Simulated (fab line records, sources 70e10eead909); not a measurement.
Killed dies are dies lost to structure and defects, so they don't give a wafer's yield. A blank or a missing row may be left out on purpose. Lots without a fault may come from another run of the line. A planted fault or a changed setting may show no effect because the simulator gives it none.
A struck lot beside a sound one | flow nand_harc | 15 steps out of a route of 1302
Sound: wafers L612.1, L612.3, L612.5. Struck: wafers L621.1, L621.3, L621.4. The cause comes at the end.
At each step with rows: each side's tool, then ch and its chambers, then its first start. Under that, the readings that differ: sound wafers | struck wafers | difference of the means | sigmas: that difference in standard deviations of wafers without a fault.
alike: readings whose means differ by less than 2 such deviations, and words and numbers that are the same on both sides. not compared: withheld readings, readings that some wafer has no value for, bounds like >300 that may hide the same value, and numbers for which the record gives no deviation and whose values overlap.
The two part at a step that has a row with sigmas, a row that says differs or no value, or rows on one side only. Numbers that don't overlap but have no deviation are shown without sigmas and don't part them. A reading that every wafer of one side lacks parts them only if that side has two wafers or more.

first, 3 steps without rows for these wafers: NHARC_P_BONDPAD_EXPOSE_06 (exposes mask P BPAD); NHARC_P_BONDPAD_PEB_07 (peb time 80 s); NHARC_P_BONDPAD_DEVELOP_08 (time 50 s).
NHARC_P_BONDPAD_CD_MEAS_09: target cd 500 nm.
  sound on cd_sem-03 ch 0, day 8 12:08; struck on cd_sem-02 ch 0, day 12 12:50
  alike: cd_nm
NHARC_P_BONDPAD_OVL_MEAS_38:
  sound on overlay-01, day 8 12:14; struck on overlay-02, day 12 12:55
  alike: overlay_x_nm, overlay_y_nm
then, 1 step without rows for these wafers: NHARC_P_BONDPAD_HARDBAKE_10 (time 65 s).
NHARC_P_BONDPAD_DESCUM_11: chemistry O2, time 3 s.
  sound on rie_diel-09 ch 1,2,3, day 8 12:22; struck on rie_diel-02 ch 1,2,3, day 12 13:04
  alike: drypump_motor_current_A, oes_product_au, rf_vpp_V, showerhead_plenum_p_Torr, throttle_valve_pct
  not compared: rf_hours_counter_h
NHARC_P_BONDPAD_ETCH_37: etches the open film in N2/H2, target depth 60 nm, overetch 18 nm, time 65.91 s.
  sound on rie_diel-09 ch 1,2, day 8 12:28; struck on rie_diel-02 ch 0,2,3, day 12 13:08
  alike: drypump_motor_current_A, oes_product_au, rf_vpp_V, showerhead_plenum_p_Torr, throttle_valve_pct
  not compared: rf_hours_counter_h
NHARC_P_BONDPAD_ETCH_12: etches the open film in CHF3/O2, target depth 200 nm, time 100 s.
  sound on rie_diel-09 ch 1,2,3; struck on rie_diel-02 ch 0,1,3
  alike: drypump_motor_current_A, oes_product_au, rf_vpp_V, showerhead_plenum_p_Torr, throttle_valve_pct
  not compared: rf_hours_counter_h
NHARC_P_BONDPAD_CD_MEAS_13:
  sound on cd_sem-02, day 8 12:43; struck on cd_sem-03, day 12 13:22
  alike: cd_nm
then, 1 step without rows for these wafers: NHARC_P_BONDPAD_STRIP_15 (strips in O2).
NHARC_P_BONDPAD_ETCH_24: etches the open film in CF4/N2, target depth 30 nm, time 72.99 s.
  sound on rie_diel-09 ch 2,3, day 8 12:58; struck on rie_diel-11 ch 0,1,2
  alike: drypump_motor_current_A, oes_product_au, rf_vpp_V, showerhead_plenum_p_Torr, throttle_valve_pct
  not compared: rf_hours_counter_h
NHARC_P_BONDPAD_STRIP_16: strips in post etch residue remover, time 600 s.
  sound on wet_bench-10 ch 0,2,7, day 8 13:07; struck on wet_bench-08 ch 2,3,4, day 12 13:44
  no value came back on the struck wafers for bath_heat_duty_pct (%), run_length_s (s); on the sound wafers bath_heat_duty_pct (%) reads 12.2 14.1 11.6
NHARC_P_BONDPAD_DEGAS_25: time 60 s.
  sound on pvd_sputter-03, day 8 13:23; struck on pvd_sputter-02, day 12 13:59
  alike: heater_power_w
NHARC_END_SORT_01:
  the record has rows for the sound wafers here (prober-01 ch 0, day 26 06:48) and none for the struck ones

WHERE THEY PART
First at NHARC_P_BONDPAD_STRIP_16; last, within this record, at NHARC_END_SORT_01.

WHY: what the simulator had put in
Skipped step whole: wet_bench-08, from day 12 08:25 on, at NHARC_P_BONDPAD_STRIP_16. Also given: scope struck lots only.
